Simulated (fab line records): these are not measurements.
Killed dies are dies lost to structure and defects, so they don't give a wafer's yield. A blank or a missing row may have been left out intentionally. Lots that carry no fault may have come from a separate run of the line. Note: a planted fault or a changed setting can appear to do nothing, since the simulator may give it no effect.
Chamber matching -- flow nand-harc -- 4 sister chambers for NHARC_A_CONTACT_ETCH_110 on rie-diel-03
The step etches the open film in CF4/O2, target depth 50 nm, overetch 5 nm, time 27.5 s. 16 wafers are shown with their chamber, then 8 later ones without.

== WAFERS PAIRED WITH THEIR CHAMBERS ==
wafer,chamber,drypump-motor-current-A (A),rf-fwd-power-W (W),chamber-pressure-mTorr (mTorr)
L074.1,3,6.6,292.6,29.947
L074.2,2,5.5,296.9,29.980
L074.5,3,6.7,293.8,29.965
L078.2,3,6.7,293.7,30.004
L078.3,0,5.9,297.3,30.034
L078.5,2,5.5,298.2,29.978
L076.2,3,6.7,295.2,29.948
L076.4,0,5.9,297.5,29.999
L076.5,2,5.5,296.1,29.986
L083.1,2,5.5,297.5,30.017
L083.3,3,6.6,292.6,30.002
L083.5,3,6.7,292.2,29.978
L088.2,0,5.9,297.1,30.018
L088.3,2,5.5,296.0,29.988
L088.6,3,6.7,293.6,29.982
L089.1,1,6.0,296.0,30.032

SIGNATURES (means of the wafers above)
reading,chamber 0,chamber 1,chamber 2,chamber 3,scatter within a chamber
drypump-motor-current-A,5.900,6.000,5.500,6.671,0.0345
rf-fwd-power-W,297.300,296.000,296.940,293.386,0.905
chamber-pressure-mTorr,30.01700,30.03200,29.98980,29.97514,0.0201
Rule: a wafer's distance from a chamber is the root of the sum, over the readings, of the square of ((its reading less the chamber's mean) divided by the reading's scatter). If the next closest chamber is less than 2 further off than the closest, the wafer can't be placed; otherwise it belongs to the closest. The scatter: take each reading less its chamber's mean, square it, sum over the shown wafers, divide by the number of wafers less the number of chambers, and take the root.

== WAFERS MISSING THEIR CHAMBER ==
wafer,drypump-motor-current-A (A),rf-fwd-power-W (W),chamber-pressure-mTorr (mTorr)
L089.2,6.7,293.2,29.963
L089.5,5.5,297.4,30.002
L091.1,6.0,296.5,29.987
L091.4,5.9,296.9,29.977
L091.6,6.0,295.5,29.981
L092.1,5.9,296.0,29.944
L092.3,5.6,297.6,29.973
L092.4,5.9,296.3,30.005

== WHICH CHAMBER EACH ONE RAN IN ==
wafer,from the rows above,in truth
L089.2,3,3
L089.5,2,2
L091.1,can't be placed: 1 or 0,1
L091.4,0,0
L091.6,can't be placed: 1 or 0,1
L092.1,can't be placed: 0 or 1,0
L092.3,2,2
L092.4,can't be placed: 0 or 1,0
4 of 8 placed correctly. Can't be placed from these rows: 4 (the true chamber is among the candidates in 4). Placed wrongly: 0.
